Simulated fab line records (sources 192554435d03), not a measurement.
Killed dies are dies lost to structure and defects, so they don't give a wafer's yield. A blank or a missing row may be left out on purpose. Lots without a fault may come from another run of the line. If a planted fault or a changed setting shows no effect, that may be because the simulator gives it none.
Matching of chambers | flow n5Finfet | 4 sister chambers for N5_SD_EPI_N_ETCH_16 on rieDiel-04
The step etches SiO2 in CHF3/O2, target depth 5 nm. 4 wafers are shown with their chamber, then 8 later ones without.

== EACH WAFER AND ITS CHAMBER ==
wafer  | chamber | showerheadPlenumPTorr (Torr)
L084.2 | 1       | 2.37
L085.1 | 3       | 2.47
L085.3 | 0       | 2.44
L088.1 | 2       | 2.34

== WAFERS WITH NO CHAMBER GIVEN ==
wafer  | showerheadPlenumPTorr (Torr)
L088.5 | 2.44
L088.6 | 2.47
L093.1 | 2.44
L093.3 | 2.37
L093.4 | 2.34
L097.1 | 2.36
L097.4 | 2.43
L097.5 | 2.36

== THE CHAMBER EACH PASSED THROUGH ==
wafer  | from the rows above     | in truth
L088.5 | 0                       | 0
L088.6 | 3                       | 3
L093.1 | 0                       | 0
L093.3 | 1                       | 1
L093.4 | 2                       | 2
L097.1 | can't be placed: 1 or 2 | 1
L097.4 | 0                       | 0
L097.5 | can't be placed: 1 or 2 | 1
Correctly placed: 6 of 8. Not placeable from these rows: 2 (in 2, the candidates include the true chamber). 0 placed wrongly.
How it was worked out, from the rows above alone: a wafer's distance from a chamber is the root of the sum, over the readings, of the square of ((its reading less the chamber's mean) divided by the reading's scatter). If the next closest chamber is less than 2 further off than the closest, the wafer can't be placed; otherwise it belongs to the closest. Each chamber's mean is taken over the wafers shown for it. The scatter: with one shown wafer a chamber, the root of the mean of the squares of how far each hidden wafer lies from its nearest shown one.
